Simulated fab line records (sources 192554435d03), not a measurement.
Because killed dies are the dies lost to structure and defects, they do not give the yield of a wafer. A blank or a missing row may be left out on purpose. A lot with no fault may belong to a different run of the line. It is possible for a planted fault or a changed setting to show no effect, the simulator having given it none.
Chamber matching :: flow n5Finfet :: N5_HKMG_FIN_CVD_62 on thermalCvdSi-01: 3 sister chambers
The step deposits a-Si from Si2H6, target thk 3 nm, time 20.8 s. 6 wafers are shown with their chamber, then 12 later ones without.

WAFERS WITH THEIR CHAMBER
wafer: L085.6
chamber: 0
heaterPowerW (W): 1637

wafer: L087.1
chamber: 0
heaterPowerW (W): 1669

wafer: L087.4
chamber: 2
heaterPowerW (W): 1612

wafer: L089.2
chamber: 1
heaterPowerW (W): 1699

wafer: L089.3
chamber: 2
heaterPowerW (W): 1675

wafer: L089.5
chamber: 1
heaterPowerW (W): 1676

WAFERS WHOSE CHAMBER IS MISSING
wafer: L091.1
heaterPowerW (W): 1684

wafer: L091.4
heaterPowerW (W): 1707

wafer: L091.6
heaterPowerW (W): 1631

wafer: L093.1
heaterPowerW (W): 1657

wafer: L093.3
heaterPowerW (W): 1635

wafer: L093.5
heaterPowerW (W): 1664

wafer: L095.2
heaterPowerW (W): 1693

wafer: L095.4
heaterPowerW (W): 1658

wafer: L095.5
heaterPowerW (W): 1648

wafer: L097.1
heaterPowerW (W): 1669

wafer: L097.3
heaterPowerW (W): 1741

wafer: L097.4
heaterPowerW (W): 1681

EACH ONE'S CHAMBER
wafer: L091.1
from the rows above: can't be placed: 1 or 0 or 2
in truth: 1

wafer: L091.4
from the rows above: can't be placed: 1 or 0 or 2
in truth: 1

wafer: L091.6
from the rows above: can't be placed: 2 or 0 or 1
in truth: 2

wafer: L093.1
from the rows above: can't be placed: 0 or 2 or 1
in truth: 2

wafer: L093.3
from the rows above: can't be placed: 2 or 0 or 1
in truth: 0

wafer: L093.5
from the rows above: can't be placed: 0 or 2 or 1
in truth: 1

wafer: L095.2
from the rows above: can't be placed: 1 or 0 or 2
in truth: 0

wafer: L095.4
from the rows above: can't be placed: 0 or 2 or 1
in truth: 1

wafer: L095.5
from the rows above: can't be placed: 2 or 0 or 1
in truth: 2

wafer: L097.1
from the rows above: can't be placed: 0 or 1 or 2
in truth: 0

wafer: L097.3
from the rows above: can't be placed: 1 or 0 or 2
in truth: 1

wafer: L097.4
from the rows above: can't be placed: 1 or 0 or 2
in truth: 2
Correct placement for 0 of the 12. Cannot be placed on the basis of these rows: 12; the candidates contain the true chamber in 12. Placed wrongly: 0.
How it was worked out, from the rows above alone: a wafer's distance from a chamber is the root of the sum, over the readings, of the square of ((its reading less the chamber's mean) divided by the reading's scatter). The wafer belongs to the nearest chamber; if the next one is less than 2 further off, it can't be placed. A chamber's mean is the mean of its shown wafers. The scatter: take each reading less its chamber's mean, square it, sum over the shown wafers, divide by the number of wafers less the number of chambers, and take the root.
